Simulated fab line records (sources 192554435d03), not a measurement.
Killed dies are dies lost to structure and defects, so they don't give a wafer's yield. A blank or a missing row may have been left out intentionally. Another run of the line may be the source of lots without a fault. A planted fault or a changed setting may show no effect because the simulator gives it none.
A struck lot beside a sound one -- flow n5_finfet -- 37 out of 1938 route steps
Sound: wafers L453.2, L453.5, L453.6. Wafers struck: L447.1, L447.3, L447.6. The cause is given at the end.
At each step with rows: each side's tool, then ch and its chambers, then its first start. Under that, the readings that differ: sound wafers -- struck wafers -- difference of the means -- sigmas: that difference in standard deviations of wafers without a fault.
alike: same words and numbers on both sides, and readings whose means sit less than 2 such deviations apart. not compared: any withheld reading, any reading some wafer has no value for, any bound like >300 that may hide the same value, and any number with overlapping values for which the record gives no deviation.
The two part at a step that has a row with sigmas, a row that says differs or no value, or rows on one side only. When numbers do not overlap yet have no deviation, they are printed without sigmas and do not part them. A reading missing from all wafers of one side parts the sides only when that side holds two or more wafers.

first, 9 steps without rows for these wafers: N5_BEOL_M4_ANNEAL_95 (time 240 s); N5_BEOL_M4_SPUTTER_96 (material Cu, target thk 4.5 nm, time 8.29 s); N5_BEOL_M4_ECD_50 (material Cu, target thk 300 nm); N5_BEOL_M4_ANNEAL_51 (time 90 s); N5_BEOL_M4_CMP_52 (polishes, stops on SiOC, t overpolish 6.8 s, target thk 40 nm); N5_BEOL_M4_PRE_CLEAN_60 (time 15 s); N5_BEOL_M4_CO_CAP_55 (material Co, precursor CCTBA/H2, target thk 2 nm, time 102.1 s); N5_BEOL_M4_PRE_CLEAN_56 (time 15 s); N5_BEOL_M4_DEP_57 (deposits SiCN from 3MS/NH3, target thk 8 nm, time 14 s).
N5_BEOL_M4_RC_MEAS_101:
  sound on prober-01 ch 0, day 13 12:10; struck on prober-01 ch 0, day 11 17:16
  alike: DIBL_N, DIBL_P, IOFF_N, IOFF_P, ION_N, ION_P, SS_N, SS_P, VT_N, VT_P
then, 24 steps without rows for these wafers: N5_BEOL_M5_ILD_DEP_00 (deposits SiCOH lowk from DEMS/porogen, target thk 140.64 nm, time 25.9 s); N5_BEOL_M5_CURE_79 (cures SiCOH lowk, time 240 s); N5_BEOL_M5_PECVD_70 (deposits SiO2 from TEOS/O2, target thk 16 nm, time 18 s); N5_BEOL_M5_HM_DEP_02 (deposits TiN, target thk 20 nm); N5_BEOL_M5_COAT_59 (time 60 s, resist thk 60 nm); N5_BEOL_M5_COAT_60 (time 60 s, resist thk 12 nm); N5_BEOL_M5_COAT_71 (time 60 s, resist thk 5 nm); N5_BEOL_M5_COAT_05 (resist thk 30 nm); N5_BEOL_M5_EBR_07; N5_BEOL_M5_SOFTBAKE_06 (time 60 s); N5_BEOL_M5_EXPOSE_08 (exposes mask M5, target cd 28 nm); N5_BEOL_M5_PEB_09 (peb time 60 s); N5_BEOL_M5_DEVELOP_10 (develop time 30 s); N5_BEOL_M5_DESCUM_16 (chemistry O2, time 7 s); N5_BEOL_M5_ETCH_72 (etches underlayer in N2/H2, target depth 6.5 nm, time 5.2 s); N5_BEOL_M5_ETCH_61 (etches SiARC in CF4, target depth 15.6 nm, time 26 s); N5_BEOL_M5_ETCH_62 (etches SOC in N2/H2, target depth 75 nm, overetch 15 nm, time 112.5 s); N5_BEOL_M5_STRIP_63 (strips in N2/H2); N5_BEOL_M5_STRIP_73 (strips in N2/H2); N5_BEOL_M5_STRIP_64 (strips in CF4); N5_BEOL_M5_HM_OPEN_17 (chemistry Cl2/BCl3, target TiN, target depth 20 nm, overetch 6 nm); N5_BEOL_M5_STRIP_19 (strips in O2); N5_BEOL_M5_COAT_65 (time 60 s, resist thk 60 nm); N5_BEOL_M5_COAT_66 (time 60 s, resist thk 12 nm).
-- the record jumps here: 4 days lie between the struck wafers' starts before and after (it left off in module BEOL_M5 and takes up again in module PASSIVATION, whose first step shown is number 1936 of the route) --
N5_PASSIVATION_VIA_ETCH_13: etches SiO2 in CHF3/O2, target depth 660 nm, time 330 s.
  sound on rie_diel-04 ch 1,3, day 17 16:05; struck on rie_diel-04 ch 1,2,3, day 15 14:20
  no value came back on the struck wafers for any of 8 readings (CHF3_flow_sccm (sccm), O2_flow_sccm (sccm) and others); on the sound wafers CHF3_flow_sccm (sccm) reads 49.78 50.06 50.21
reading,sound,struck,difference,sigmas
model.TV_OPEN.cd_offset_nm (nm),2.6 2.4 2.2,0.4 0.4 -0.2,-2.2,
  not compared: rf_hours_counter_h, model.coat_of_PASSIVATION_COAT_04.thk_nm
N5_PASSIVATION_ETCH_15: etches SiCN in CF4/N2, target depth 75 nm, time 81.2 s.
  sound: rie_diel-04 ch 1,3; struck: rie_diel-04 ch 1,2,3
reading,sound,struck,difference,sigmas
oes_product_au (a.u.),0.70 0.69 0.88,0.36 0.27 0.30,-0.45,-6
model.TV_OPEN.cd_offset_nm (nm),2.6 2.4 2.4,0.4 0.4 -0.2,-2.3,
  alike: bias_w, cf4_flow_sccm, drypump_motor_current_A, n2_flow_sccm, rf_vpp_V, showerhead_plenum_p_Torr, throttle_valve_pct
  not compared: rf_hours_counter_h
N5_PASSIVATION_PROBE_49:
  only the struck wafers here have rows in the record (prober-02, day 15 21:08); the sound ones have none

## WHERE THEY PART
First at N5_PASSIVATION_VIA_ETCH_13; last, within this record, at N5_PASSIVATION_PROBE_49.

WHY: whatever the simulator had introduced
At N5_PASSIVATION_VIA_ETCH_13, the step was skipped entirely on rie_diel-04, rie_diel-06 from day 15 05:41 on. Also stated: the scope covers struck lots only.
